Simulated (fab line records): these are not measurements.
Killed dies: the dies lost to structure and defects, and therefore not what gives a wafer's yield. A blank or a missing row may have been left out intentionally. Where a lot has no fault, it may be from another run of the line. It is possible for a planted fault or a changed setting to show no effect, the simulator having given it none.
Which tool is to blame? + flow n5 finfet + Sampling: 10 lots, 27 wafers, 5 of 1938 route steps

WHAT EACH GAUGE READ, for each wafer
N5_HKMG_FIN_CD_MEAS_49 targets a cd of 202 nm. Usual: cd nm 202.6 nm, standard deviation 0.82.
| lot  | measured    | on        | cd nm (nm)        | flag |
|------|-------------|-----------|-------------------|------|
| L796 | day 4 11:59 | cd sem-01 | 202.5 202.7 201.9 |      |
| L798 | day 5 00:34 | cd sem-02 | 201.9 201.7       |      |
| L800 | day 5 11:59 | cd sem-03 | 202.4 203.4 202.9 |      |
| L802 | day 6 03:47 | cd sem-01 | 201.9 202.7 202.5 |      |
| L803 | day 6 04:32 | cd sem-03 | 203.3 202.4 201.1 |      |
| L804 | day 6 10:37 | cd sem-01 | 201.3 202.3 201.7 |      |
| L806 | day 7 01:41 | cd sem-03 | 203.5 202.3       |      |
| L814 | day 9 00:05 | cd sem-03 | 202.0 202.1 202.7 |      |
| L815 | day 9 04:07 | cd sem-03 | 201.2 203.4 202.9 |      |
| L816 | day 9 11:20 | cd sem-03 | 203.5 203.5       |      |

N5_HKMG_FIN_INSPECT_61: inspects for defects (macro). Usual: raw defect count 2.0, standard deviation 1.3.
| lot  | measured    | on                | raw defect count | flag |
|------|-------------|-------------------|------------------|------|
| L796 | day 4 12:02 | defect inspect-02 | 2 0 3            |      |
| L798 | day 5 00:37 | defect inspect-02 | 2 1              |      |
| L800 | day 5 12:02 | defect inspect-02 | 3 2 1            |      |
| L802 | day 6 03:51 | defect inspect-01 | 0 1 2            |      |
| L803 | day 6 04:36 | defect inspect-02 | 0 2 1            |      |
| L804 | day 6 10:40 | defect inspect-02 | 0 3 4            |      |
| L806 | day 7 01:44 | defect inspect-02 | 4 0              |      |
| L814 | day 9 00:08 | defect inspect-02 | 4 0 3            |      |
| L815 | day 9 04:10 | defect inspect-01 | 1 3 2            |      |
| L816 | day 9 11:24 | defect inspect-01 | 0 0              |      |

N5_BEOL_M4_RC_MEAS_101. Usual: DIBL_N 35.0 mV/V, standard deviation 2.4; DIBL_P 35.4 mV/V, standard deviation 2.8; IOFF_N 0.14 nA/um, standard deviation 0.045; IOFF_N_85C 2.9 nA/um, standard deviation 0.73; IOFF_N_LIN 0.068 nA/um, standard deviation 0.017; IOFF_N_LONG 5.45e-05 nA/um, standard deviation 2.6e-06; IOFF_P 0.20 nA/um, standard deviation 0.048; IOFF_P_85C 3.5 nA/um, standard deviation 0.69; IOFF_P_LIN 0.096 nA/um, standard deviation 0.017; IOFF_P_LONG 0.000104 nA/um, standard deviation 7.3e-06; ION_N 667 uA/um, standard deviation 19; ION_P 460 uA/um, standard deviation 11; SS_N 71.2 mV/dec, standard deviation 0.71; SS_P 73.1 mV/dec, standard deviation 0.86; VT_N 252 mV, standard deviation 4.6; VT_N_LONG 275.2 mV, standard deviation 2.1; VT_N_LVT 101 mV, standard deviation 4.6; VT_P -251 mV, standard deviation 3.4; VT_P_LONG -275.6 mV, standard deviation 2.3; VT_P_LVT -100 mV, standard deviation 3.5.
| lot  | measured     | on        | DIBL_N (mV/V)  | DIBL_P (mV/V)  | IOFF_N (nA/um) | IOFF_N_85C (nA/um) | IOFF_N_LIN (nA/um) | IOFF_N_LONG (nA/um)        | IOFF_P (nA/um) | IOFF_P_85C (nA/um) | IOFF_P_LIN (nA/um) | IOFF_P_LONG (nA/um)        | ION_N (uA/um) | ION_P (uA/um) | SS_N (mV/dec)  | SS_P (mV/dec)  | VT_N (mV)   | VT_N_LONG (mV)    | VT_N_LVT (mV) | VT_P (mV)      | VT_P_LONG (mV)       | VT_P_LVT (mV)  | flag |
|------|--------------|-----------|----------------|----------------|----------------|--------------------|--------------------|----------------------------|----------------|--------------------|--------------------|----------------------------|---------------|---------------|----------------|----------------|-------------|-------------------|---------------|----------------|----------------------|----------------|------|
| L796 | day 8 07:59  | prober-01 | 33.2 37.2 36.4 | 32.2 35.9 34.9 | 0.12 0.19 0.16 | 2.4 3.6 3.1        | 0.061 0.082 0.068  | 5.84e-05 5.83e-05 5.85e-05 | 0.18 0.24 0.21 | 3.3 4.1 3.8        | 0.095 0.115 0.106  | 0.000111 0.000108 0.000111 | 673 680 650   | 469 459 453   | 70.8 72.0 72.1 | 72.8 73.8 73.5 | 252 247 252 | 273.6 275.7 275.3 | 102 97 103    | -250 -247 -248 | -270.1 -272.0 -272.2 | -99 -97 -97    |      |
| L798 | day 8 17:31  | prober-01 | 39.1 42.2      | 41.1 45.0      | 0.22 0.32      | 4.2 5.8            | 0.099 0.137        | 5.39e-05 5.56e-05          | 0.29 0.39      | 4.7 6.1            | 0.125 0.156        | 0.000104 9.6e-05           | 697 706       | 481 481       | 73.0 72.5      | 74.9 75.2      | 247 239     | 275.5 272.2       | 94 88         | -246 -243      | -274.7 -274.9        | -96 -92        |      |
| L800 | day 9 16:17  | prober-02 | 42.5 38.6 32.1 | 42.8 37.4 28.8 | 0.35 0.20 0.09 | 6.0 3.8 1.9        | 0.144 0.090 0.044  | 5.62e-05 5.65e-05 5.43e-05 | 0.39 0.24 0.13 | 6.1 4.1 2.4        | 0.155 0.112 0.070  | 0.000101 0.000113 0.0001   | 724 685 630   | 490 470 441   | 73.3 71.9 70.5 | 75.2 74.0 70.5 | 239 246 260 | 276.0 275.6 273.2 | 87 96 107     | -242 -247 -256 | -273.9 -275.4 -272.7 | -91 -97 -106   |      |
| L802 | day 10 06:08 | prober-02 | 35.2 34.9 34.1 | 37.0 35.7 35.7 | 0.14 0.14 0.02 | 2.9 2.9 0.6        | 0.066 0.069 0.011  | 5.21e-05 5.3e-05 2.4e-05   | 0.21 0.19 1.55 | 3.7 3.5 19.9       | 0.100 0.094 0.751  | 9.8e-05 0.000105 0.000359  | 654 679 569   | 456 461 555   | 70.9 71.3 71.8 | 72.8 73.5 72.8 | 250 250 301 | 276.0 278.0 328.6 | 102 102 153   | -251 -250 -193 | -275.0 -276.4 -228.7 | -100 -102 -43  | OFF  |
| L803 | day 9 20:46  | prober-02 | 33.0 36.3 32.5 | 34.0 37.1 33.9 | 0.11 0.16 0.10 | 2.3 3.1 2.1        | 0.053 0.072 0.050  | 5.14e-05 5.3e-05 5.14e-05  | 0.16 0.20 0.16 | 2.8 3.5 2.8        | 0.079 0.096 0.080  | 0.0001 9.4e-05 8.9e-05     | 653 671 642   | 447 453 447   | 71.5 72.5 70.7 | 72.6 73.0 72.7 | 256 251 259 | 275.3 276.4 277.2 | 106 101 107   | -253 -250 -255 | -277.6 -278.0 -280.4 | -105 -102 -105 |      |
| L804 | day 10 11:07 | prober-02 | 34.3 30.9 33.7 | 34.2 31.0 33.4 | 0.13 0.09 0.02 | 2.6 1.9 0.5        | 0.065 0.047 0.009  | 5.63e-05 5.63e-05 2.41e-05 | 0.17 0.13 1.32 | 3.0 2.4 16.7       | 0.085 0.070 0.659  | 0.000109 0.000112 0.000363 | 663 653 540   | 458 452 534   | 71.1 69.9 70.4 | 72.9 71.7 72.2 | 251 259 307 | 274.5 271.7 323.1 | 99 106 155    | -251 -255 -195 | -276.0 -272.3 -228.7 | -102 -107 -45  | OFF  |
| L806 | day 10 23:02 | prober-02 | 32.4 35.7      | 33.3 38.3      | 0.02 0.03      | 0.5 0.7            | 0.010 0.012        | 2.42e-05 2.37e-05          | 1.41 1.94      | 18.4 24.0          | 0.736 0.898        | 0.000369 0.000368          | 550 554       | 546 549       | 70.8 71.5      | 72.3 73.6      | 304 300     | 325.5 324.7       | 153 150       | -194 -191      | -230.2 -227.3        | -42 -38        | OFF  |
| L814 | day 12 18:19 | prober-01 | 31.2 35.9 32.0 | 31.0 34.0 33.4 | 0.07 0.13 0.08 | 1.6 2.5 1.8        | 0.039 0.053 0.043  | 5.23e-05 5.28e-05 5.06e-05 | 0.13 0.16 0.18 | 2.5 3.0 3.3        | 0.070 0.081 0.085  | 0.000102 0.000105 0.000104 | 635 634 628   | 448 435 445   | 70.2 71.8 71.0 | 72.3 72.8 72.4 | 263 257 260 | 277.6 277.4 278.0 | 113 109 110   | -256 -255 -252 | -277.5 -277.4 -276.3 | -106 -104 -104 |      |
| L815 | day 12 19:49 | prober-02 | 33.8 37.8 33.6 | 35.2 39.5 34.3 | 0.10 0.16 0.10 | 2.2 3.1 2.2        | 0.052 0.072 0.053  | 5.01e-05 4.9e-05 5.06e-05  | 0.16 0.23 0.16 | 2.9 3.9 2.9        | 0.082 0.104 0.081  | 9.8e-05 9.6e-05 0.000104   | 665 661 664   | 462 454 458   | 71.1 72.3 72.0 | 72.1 73.1 72.7 | 259 252 258 | 279.6 276.8 277.1 | 106 102 105   | -256 -250 -255 | -274.4 -279.3 -276.3 | -104 -99 -104  |      |
| L816 | day 13 14:25 | prober-02 | 33.1 36.3      | 36.2 39.3      | 0.12 0.19      | 2.5 3.6            | 0.061 0.088        | 5.51e-05 5.58e-05          | 0.18 0.23      | 3.4 4.0            | 0.094 0.110        | 0.000112 0.000102          | 654 702       | 457 479       | 71.3 72.0      | 72.9 74.1      | 253 243     | 277.1 275.5       | 101 95        | -251 -248      | -273.6 -276.6        | -100 -96       |      |

WHAT TOOL EACH LOT RAN ON (gives the tool, then ch and the chambers of the sampled wafers, and finally the start)
| lot  | N5_HKMG_FIN_CVD_62                      | N5_HKMG_FIN_PWFM_ALD_03            |
|------|-----------------------------------------|------------------------------------|
| L796 | thermal cvd si-02 ch 0,1,2, day 4 13:47 | ald metal-04 ch 0,3, day 4 14:43   |
| L798 | thermal cvd si-02 ch 2, day 5 02:24     | ald metal-04 ch 3, day 5 03:10     |
| L800 | thermal cvd si-02 ch 0,2, day 5 14:01   | ald metal-02 ch 0,2,3, day 5 14:44 |
| L802 | thermal cvd si-02 ch 0,1, day 6 06:01   | ald metal-02 ch 0,1,3, day 6 06:44 |
| L803 | thermal cvd si-01 ch 0,1,2, day 6 06:29 | ald metal-01 ch 1,2, day 6 07:14   |
| L804 | thermal cvd si-02 ch 0,1,2, day 6 12:29 | ald metal-02 ch 0,3, day 6 13:09   |
| L806 | thermal cvd si-02 ch 0, day 7 03:38     | ald metal-02 ch 0,3, day 7 04:35   |
| L814 | thermal cvd si-02 ch 1,2, day 9 01:54   | ald metal-04 ch 0,2, day 9 02:37   |
| L815 | thermal cvd si-01 ch 0,1,2, day 9 05:58 | ald metal-04 ch 0,1,2, day 9 06:41 |
| L816 | thermal cvd si-02 ch 0,1, day 9 13:16   | ald metal-02 ch 0,2, day 9 14:01   |
- N5_HKMG_FIN_CVD_62: deposits a-Si from Si2H6, target thk 3 nm, time 20.8 s.
- N5_HKMG_FIN_PWFM_ALD_03: deposits TiN, target thk 2 nm, pulse time 1 s, purge time 3 s.

AS READ BY THE TOOLS THEMSELVES (means over the sampled wafers that have a number; for cases with no such wafer, the mark the record gives instead)
N5_HKMG_FIN_CVD_62. Usual: heater power w 1457 W, standard deviation 110.
| lot  | tool              | heater power w (W) | flag |
|------|-------------------|--------------------|------|
| L796 | thermal cvd si-02 | 1497               |      |
| L798 | thermal cvd si-02 | 1632               |      |
| L800 | thermal cvd si-02 | 1508               |      |
| L802 | thermal cvd si-02 | 1445               |      |
| L803 | thermal cvd si-01 | 1399               |      |
| L804 | thermal cvd si-02 | 1518               |      |
| L806 | thermal cvd si-02 | 1478               |      |
| L814 | thermal cvd si-02 | 1499               |      |
| L815 | thermal cvd si-01 | 1403               |      |
| L816 | thermal cvd si-02 | 1480               |      |

N5_HKMG_FIN_PWFM_ALD_03. Usual: heater power w 914 W, standard deviation 90; precursor pulse height rel 0.998, standard deviation 0.019.
| lot  | tool         | heater power w (W) | precursor pulse height rel | flag |
|------|--------------|--------------------|----------------------------|------|
| L796 | ald metal-04 | 828                | 0.995                      |      |
| L798 | ald metal-04 | 834                | 1.017                      |      |
| L800 | ald metal-02 | 954                | 0.996                      |      |
| L802 | ald metal-02 | 904                | 1.004                      |      |
| L803 | ald metal-01 | 872                | 0.986                      |      |
| L804 | ald metal-02 | 946                | 0.978                      |      |
| L806 | ald metal-02 | 910                | 0.996                      |      |
| L814 | ald metal-04 | 848                | 1.007                      |      |
| L815 | ald metal-04 | 945                | 0.997                      |      |
| L816 | ald metal-02 | 976                | 1.002                      |      |

THE ANSWER, worked out from the rows above alone
Rule: a lot is off if the mean of its wafers that have a number lies more than 3 standard deviations from the usual mean. A lot without any number at a reading at which 4 lots or more have one is off too. Any other lot the step has rows for is counted as sound. First the gauges in route order, then the tools' own readings, where a lot's mean is used as printed above. At the first step where some lot is off, the reading lying furthest off is the one used; lots without a number count as furthest.
Off: L802, L804, L806, at N5_BEOL_M4_RC_MEAS_101 (IOFF_P_LIN).
If a tool, at a process step before that reading, ran all the lots that are off and no sound lot after the first of them, it fits. Gauges at N5_BEOL_M4_RC_MEAS_101: tried the same way as those tools. Not one of the candidates tried fits.

WHAT THE SIMULATOR HAD INSERTED
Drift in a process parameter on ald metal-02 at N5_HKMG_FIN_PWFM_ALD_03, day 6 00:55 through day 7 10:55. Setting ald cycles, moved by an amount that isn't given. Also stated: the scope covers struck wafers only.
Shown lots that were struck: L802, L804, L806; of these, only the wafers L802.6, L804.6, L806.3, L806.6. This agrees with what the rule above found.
